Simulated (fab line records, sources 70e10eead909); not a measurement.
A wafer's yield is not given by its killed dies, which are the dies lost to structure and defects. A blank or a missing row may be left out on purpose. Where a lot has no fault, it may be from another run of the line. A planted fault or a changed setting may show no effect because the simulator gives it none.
Which tool is to blame?	flow nand-harc	21 lots with 63 wafers sampled at 6 steps, on a route of 1159 steps

WHAT THE GAUGES READ, wafer by wafer
The record lacks any reading of a measuring or inspecting step that a usual standard deviation could be used to judge.

WHAT TOOL EACH LOT RAN ON (gives the tool, then ch and the chambers of the sampled wafers, and finally the start)
lot	NHARC_A_CONTACT_ETCH_113	NHARC_A_CONTACT_ETCH_96	NHARC_A_CONTACT_ETCH_102	NHARC_A_CONTACT_ETCH_129	NHARC_A_CONTACT_ETCH_88	NHARC_A_CONTACT_STRIP_26
L074	har-cap-etch-03 ch 0,1, day 16 17:13	rie-diel-03 ch 0,1,3, day 16 19:14 or earlier	rie-diel-03 ch 0,2,3, day 16 19:14	har-cap-etch-03 ch 0,1, day 17 02:38	rie-diel-03 ch 0,2,3, day 17 07:04	rie-diel-11 ch 0,1,3, no start
L078	har-cap-etch-01 ch 0,1, day 16 19:13	rie-diel-03 ch 2,3, day 16 21:13 or earlier	rie-diel-03 ch 0,1, day 16 21:13	har-cap-etch-01 ch 0,1, day 17 03:21	rie-diel-04 ch 2,3, day 17 09:25	rie-diel-04 ch 0,1,2, no start
L075	har-cap-etch-02 ch 0,1, day 16 23:23	rie-diel-03 ch 2,3, day 17 01:24 or earlier	rie-diel-03 ch 0,2,3, day 17 01:24	har-cap-etch-02 ch 0,1, day 17 06:47	rie-diel-11 ch 0,1, day 17 11:17	rie-diel-11 ch 0,1,2, no start
L076	har-cap-etch-01 ch 0,1, day 17 05:58	rie-diel-11 ch 1,2,3, day 17 07:59 or earlier	rie-diel-11 ch 0,3, day 17 07:59	har-cap-etch-03 ch 0,1, day 17 13:33	rie-diel-04 ch 0,1,2, day 17 18:01	rie-diel-11 ch 2,3, no start
L077	har-cap-etch-01 ch 0,1, day 17 14:15	rie-diel-04 ch 0,2,3, day 17 16:18 or earlier	rie-diel-04 ch 0,2,3, day 17 16:18	har-cap-etch-01 ch 0,1, day 17 21:40	rie-diel-04 ch 1,2,3, day 18 02:46	rie-diel-11 ch 0,2,3, no start
L079	har-cap-etch-03 ch 0,1, day 17 19:39	rie-diel-11 ch 0,2, day 17 21:41 or earlier	rie-diel-04 ch 1,2,3, day 17 21:41	har-cap-etch-03 ch 0,1, day 18 02:45	rie-diel-03 ch 0,2, day 18 07:52	rie-diel-03 ch 0,2,3, no start
L081	har-cap-etch-02 ch 0,1, day 18 01:08	rie-diel-11 ch 1,2,3, day 18 03:15 or earlier	rie-diel-11 ch 0,1,3, day 18 03:15	har-cap-etch-01 ch 0,1, day 18 10:49	rie-diel-04 ch 0,1,3, day 18 15:25	rie-diel-04 ch 2,3, no start
L080	har-cap-etch-02 ch 0,1, day 18 08:01	rie-diel-04 ch 1,2,3, day 18 10:04 or earlier	rie-diel-04 ch 0,1,2, day 18 10:04	har-cap-etch-02 ch 0,1, day 18 16:11	rie-diel-03 ch 1,2,3, day 18 23:46	rie-diel-11 ch 1,2,3, no start
L082	har-cap-etch-03 ch 0,1, day 18 15:46	rie-diel-03 ch 1,2, day 18 18:43 or earlier	rie-diel-04 ch 0,1,2, day 18 18:43	har-cap-etch-03 ch 0,1, day 19 03:17	rie-diel-03 ch 0,3, day 19 09:00	rie-diel-11 ch 0,3, no start
L084	har-cap-etch-03 ch 0,1, day 18 21:40	rie-diel-03 ch 1,3, day 18 23:48 or earlier	rie-diel-03 ch 0,1,2, day 18 23:48	har-cap-etch-02 ch 0,1, day 19 05:46	rie-diel-03 ch 0,2, day 19 10:18	rie-diel-11 ch 0,2, no start
L083	har-cap-etch-02 ch 0,1, day 18 22:02	rie-diel-03 ch 1,2, day 19 00:43 or earlier	rie-diel-03 ch 1,2,3, day 19 00:43	har-cap-etch-01 ch 0,1, day 19 06:32	rie-diel-04 ch 0,1,2, day 19 11:34	rie-diel-03 ch 0,1,3, no start
L088	har-cap-etch-03 ch 0,1, day 20 02:59	rie-diel-11 ch 0,1, day 20 05:00 or earlier	rie-diel-03 ch 1,2, day 20 05:00	har-cap-etch-03 ch 0,1, day 20 10:17	rie-diel-11 ch 0,1, day 20 15:53	rie-diel-03 ch 0,1,3, no start
L086	har-cap-etch-02 ch 0,1, day 20 03:47	rie-diel-03 ch 0,2,3, day 20 05:51 or earlier	rie-diel-03 ch 0,2,3, day 20 05:51	har-cap-etch-02 ch 0,1, day 20 10:58	rie-diel-11 ch 1,2,3, day 20 16:29	rie-diel-11 ch 0,1,3, no start
L087	har-cap-etch-01 ch 0,1, day 20 07:42	rie-diel-03 ch 1,2,3, day 20 09:50 or earlier	rie-diel-11 ch 1,2,3, day 20 09:50	har-cap-etch-03 ch 0,1, day 20 17:08	rie-diel-11 ch 0,3, day 20 22:09	rie-diel-03 ch 1,2,3, no start
L085	har-cap-etch-01 ch 0,1, day 20 16:19	rie-diel-03 ch 1,2,3, day 20 19:24 or earlier	rie-diel-03 ch 0,1, day 20 19:24	har-cap-etch-03 ch 0,1, day 21 00:38	rie-diel-04 ch 0,1, day 21 08:38	rie-diel-03 ch 1,2,3, no start
L090	har-cap-etch-02 ch 0,1, day 20 18:06	rie-diel-11 ch 0,1, day 20 20:13 or earlier	rie-diel-04 ch 0,2,3, day 20 20:13	har-cap-etch-01 ch 0,1, day 21 03:56	rie-diel-11 ch 0,2, day 21 12:14	rie-diel-03 ch 0,2,3, no start
L093	har-cap-etch-01 ch 0,1, day 20 19:57	rie-diel-03 ch 0,1,2, day 20 21:58 or earlier	rie-diel-03 ch 1,2,3, day 20 21:58	har-cap-etch-01 ch 0,1, day 21 07:28	rie-diel-11 ch 0,1,2, day 21 17:26	rie-diel-03 ch 0,2,3, no start
L091	har-cap-etch-02 ch 0,1, day 21 04:34	rie-diel-03 ch 0,1, day 21 06:52 or earlier	rie-diel-03 ch 0,2,3, day 21 06:52	har-cap-etch-03 ch 1, day 21 16:37	rie-diel-03 ch 1,2,3, day 21 23:11	rie-diel-11 ch 0,2, no start
L095	har-cap-etch-03 ch 0,1, day 21 06:35	rie-diel-11 ch 1,2, day 21 08:36 or earlier	rie-diel-11 ch 1,2,3, day 21 08:36	har-cap-etch-01 ch 1, day 21 17:59	rie-diel-03 ch 1,2,3, day 22 01:17	rie-diel-04 ch 0,2, no start
L089	har-cap-etch-01 ch 0,1, day 21 12:40	rie-diel-11 ch 0,2,3, day 21 14:44 or earlier	rie-diel-04 ch 0,1,3, day 21 14:44	har-cap-etch-01 ch 0,1, day 22 01:08	rie-diel-03 ch 0,2,3, day 22 08:26	rie-diel-11 ch 1,2, no start
L096	har-cap-etch-03 ch 0,1, day 22 02:52	rie-diel-11 ch 0,1,3, day 22 04:59 or earlier	rie-diel-03 ch 0,2,3, day 22 04:59	har-cap-etch-03 ch 0,1, day 22 11:10	rie-diel-03 ch 1,2, day 22 16:46	rie-diel-03 ch 0,2,3, no start
- NHARC_A_CONTACT_ETCH_113: etches the open film in C4F8/O2/Ar, time 94 s, target depth 922 nm.
- NHARC_A_CONTACT_ETCH_96: etches the open film in C4F6/O2, target depth 20 nm, time 10 s.
- NHARC_A_CONTACT_ETCH_102: etches the open film in CF4/O2, target depth 70 nm, overetch 7 nm, time 38.5 s.
- NHARC_A_CONTACT_ETCH_129: etches the open film in C4F8/O2/Ar, time 155 s, target depth 956 nm.
- NHARC_A_CONTACT_ETCH_88: etches the open film in CF4, target depth 39 nm, time 65 s.
- NHARC_A_CONTACT_STRIP_26: strips in O2.

WHAT THE TOOLS THEMSELVES READ (means of the sampled wafers that have a number; where no wafer has one, the mark that the record gives instead)
NHARC_A_CONTACT_ETCH_96.
lot	tool	bias-w (W)	drypump-motor-current-A (A)	oes-product-au (a.u.)	rf-vpp-V (V)	showerhead-plenum-p-Torr (Torr)	throttle-valve-pct (%)
L074	rie-diel-03	500.6	5.8	0.953	547.9	3.97	26.908
L078	rie-diel-03	499.9	6.1	0.950	549.2	4.04	26.901
L075	rie-diel-03	498.4	5.7	0.931	549.5	4.05	26.902
L076	rie-diel-11	499.8	5.9	0.945	549.2	4.04	26.903
L077	rie-diel-04	500.1	5.9	0.954	547.1	3.91	26.896
L079	rie-diel-11	498.5	5.6	1.008	548.0	3.98	26.907
L081	rie-diel-11	501.1	5.8	1.004	549.3	4.04	26.908
L080	rie-diel-04	499.9	5.6	0.952	545.3	3.86	26.901
L082	rie-diel-03	501.0	5.5	0.923	551.5	4.12	26.904
L084	rie-diel-03	499.5	6.1	0.955	549.8	4.08	26.892
L083	rie-diel-03	501.1	5.5	0.995	550.8	4.12	26.911
L088	rie-diel-11	499.9	5.5	0.945	546.7	3.94	26.904
L086	rie-diel-03	498.7	5.7	0.997	546.8	3.93	26.896
L087	rie-diel-03	499.1	5.8	0.998	549.6	4.08	26.904
L085	rie-diel-03	499.7	5.8	0.966	549.9	4.08	26.903
L090	rie-diel-11	500.8	5.4	0.975	546.8	3.91	26.899
L093	rie-diel-03	500.6	5.5	0.939	547.0	3.96	26.900
L091	rie-diel-03	499.5	5.5	0.988	548.3	4.00	26.902
L095	rie-diel-11	498.6	5.8	0.959	549.6	4.02	26.906
L089	rie-diel-11	499.9	5.8	0.971	549.3	3.99	26.915
L096	rie-diel-11	499.7	5.6	0.963	547.4	3.93	26.904

NHARC_A_CONTACT_ETCH_102.
lot	tool	bias-w (W)	drypump-motor-current-A (A)	oes_ar_750_au (a.u.)	oes-product-au (a.u.)	rf-vpp-V (V)	showerhead-plenum-p-Torr (Torr)	throttle-valve-pct (%)
L074	rie-diel-03	99.85	5.7	1.001	0.999	197.9	1.34	13.395
L078	rie-diel-03	100.03	5.5	0.999	0.997	198.0	1.37	13.394
L075	rie-diel-03	100.02	5.7	1.000	0.993	197.5	1.34	13.396
L076	rie-diel-11	100.08	5.5	0.997	1.007	198.8	1.33	13.392
L077	rie-diel-04	99.88	5.9	0.998	1.018	197.8	1.33	13.401
L079	rie-diel-04	99.89	5.6	0.995	1.000	197.8	1.31	13.392
L081	rie-diel-11	99.81	5.6	0.997	0.996	198.5	1.35	13.403
L080	rie-diel-04	100.03	5.5	1.001	1.009	196.8	1.32	13.400
L082	rie-diel-04	99.92	5.5	0.998	1.000	197.0	1.32	13.397
L084	rie-diel-03	99.84	5.5	0.998	1.000	198.4	1.35	13.400
L083	rie-diel-03	100.08	5.7	1.004	0.992	198.5	1.39	13.391
L088	rie-diel-03	99.81	5.4	1.001	0.989	199.0	1.39	13.399
L086	rie-diel-03	100.13	5.7	1.002	0.992	198.3	1.34	13.402
L087	rie-diel-11	100.32	5.8	1.002	1.006	198.8	1.37	13.400
L085	rie-diel-03	100.34	5.5	0.997	0.995	197.1	1.31	13.397
L090	rie-diel-04	99.79	5.9	1.004	1.002	197.3	1.32	13.399
L093	rie-diel-03	99.69	5.7	0.998	0.989	199.2	1.39	13.394
L091	rie-diel-03	100.17	5.7	0.999	0.997	198.1	1.34	13.401
L095	rie-diel-11	99.96	5.9	1.002	1.008	199.0	1.37	13.395
L089	rie-diel-04	99.92	5.7	1.002	1.004	197.7	1.33	13.396
L096	rie-diel-03	100.07	5.7	1.002	0.990	198.4	1.33	13.398

NHARC_A_CONTACT_ETCH_88.
lot	tool	bias-w (W)	drypump-motor-current-A (A)	oes-product-au (a.u.)	rf-vpp-V (V)	showerhead-plenum-p-Torr (Torr)	throttle-valve-pct (%)
L074	rie-diel-03	100.0	5.7	0.993	151.2	1.77	13.280
L078	rie-diel-04	100.3	5.8	1.001	151.4	1.74	13.289
L075	rie-diel-11	99.8	5.4	1.003	151.1	1.77	13.280
L076	rie-diel-04	100.2	5.5	1.009	150.8	1.75	13.285
L077	rie-diel-04	99.8	5.6	1.009	150.9	1.74	13.285
L079	rie-diel-03	100.0	5.4	0.992	150.2	1.72	13.288
L081	rie-diel-04	99.7	5.7	1.009	150.3	1.76	13.282
L080	rie-diel-03	99.8	5.8	1.000	152.7	1.84	13.289
L082	rie-diel-03	99.8	5.7	0.999	150.5	1.72	13.279
L084	rie-diel-03	99.7	5.4	0.991	151.7	1.77	13.284
L083	rie-diel-04	100.1	5.5	1.004	151.7	1.74	13.273
L088	rie-diel-11	99.7	5.5	1.003	152.0	1.78	13.279
L086	rie-diel-11	99.8	5.8	1.013	152.9	1.82	13.288
L087	rie-diel-11	99.9	5.5	1.001	151.0	1.76	13.284
L085	rie-diel-04	100.2	5.3	1.010	151.3	1.75	13.270
L090	rie-diel-11	100.0	5.6	1.003	151.1	1.78	13.280
L093	rie-diel-11	100.0	5.6	1.000	152.0	1.80	13.289
L091	rie-diel-03	100.1	5.8	0.994	151.9	1.84	13.289
L095	rie-diel-03	99.9	5.8	0.998	151.1	1.84	13.285
L089	rie-diel-03	100.0	5.7	0.994	150.8	1.77	13.286
L096	rie-diel-03	100.1	5.4	0.996	152.7	1.84	13.284

NHARC_A_CONTACT_STRIP_26.
lot	tool	drypump-motor-current-A (A)	oes-product-au (a.u.)	rf-vpp-V (V)	showerhead-plenum-p-Torr (Torr)	throttle-valve-pct (%)
L074	rie-diel-11	5.6	0.996	58.0	3.56	17.044
L078	rie-diel-04	5.5	1.008	57.5	3.49	17.025
L075	rie-diel-11	5.6	0.999	58.9	3.61	17.037
L076	rie-diel-11	6.0	1.001	58.0	3.64	17.023
L077	rie-diel-11	5.8	1.008	57.9	3.61	17.039
L079	rie-diel-03	5.7	1.004	58.5	3.54	17.040
L081	rie-diel-04	5.9	1.002	56.6	3.46	17.030
L080	rie-diel-11	5.8	1.006	57.8	3.63	17.039
L082	rie-diel-11	5.7	1.004	57.9	3.55	17.043
L084	rie-diel-11	5.8	1.011	58.0	3.65	17.029
L083	rie-diel-03	5.8	0.994	58.5	3.56	17.037
L088	rie-diel-03	5.8	0.998	58.3	3.56	17.041
L086	rie-diel-11	5.6	1.004	57.2	3.54	17.034
L087	rie-diel-03	5.8	0.983	57.6	3.67	17.036
L085	rie-diel-03	5.8	1.012	58.3	3.67	17.037
L090	rie-diel-03	5.7	0.998	58.2	3.53	17.037
L093	rie-diel-03	5.7	0.994	58.3	3.53	17.032
L091	rie-diel-11	5.8	1.007	58.5	3.64	17.050
L095	rie-diel-04	5.7	0.999	57.6	3.45	17.047
L089	rie-diel-11	5.9	1.007	57.8	3.66	17.031
L096	rie-diel-03	5.7	0.986	57.5	3.53	17.032

THE ANSWER, worked out from the rows above alone
Rule: usual is defined by the lots themselves. Put in order of their means at a reading, lots are off if they are a third of the lots or fewer, leave a main group of 4 or more, and stand apart from it by a gap of 3 or more times the standard deviation of the main group's means; of several such gaps the widest counts. A main group whose means are all the same, to the digits that the tables above print for the reading, isn't used. Also off: a lot with no number at a reading for which 4 or more lots have one. Where the step has rows for the other lots, those lots are counted as sound. The gauges are gone through in route order, then the tools' own readings, and for those a lot's mean is taken as printed above. At the first step where some lot is off, the reading lying furthest off is the one used; lots without a number count as furthest.
No lot is off at any reading shown: from this, nothing can be told.

WHAT HAD BEEN PUT IN BY THE SIMULATOR
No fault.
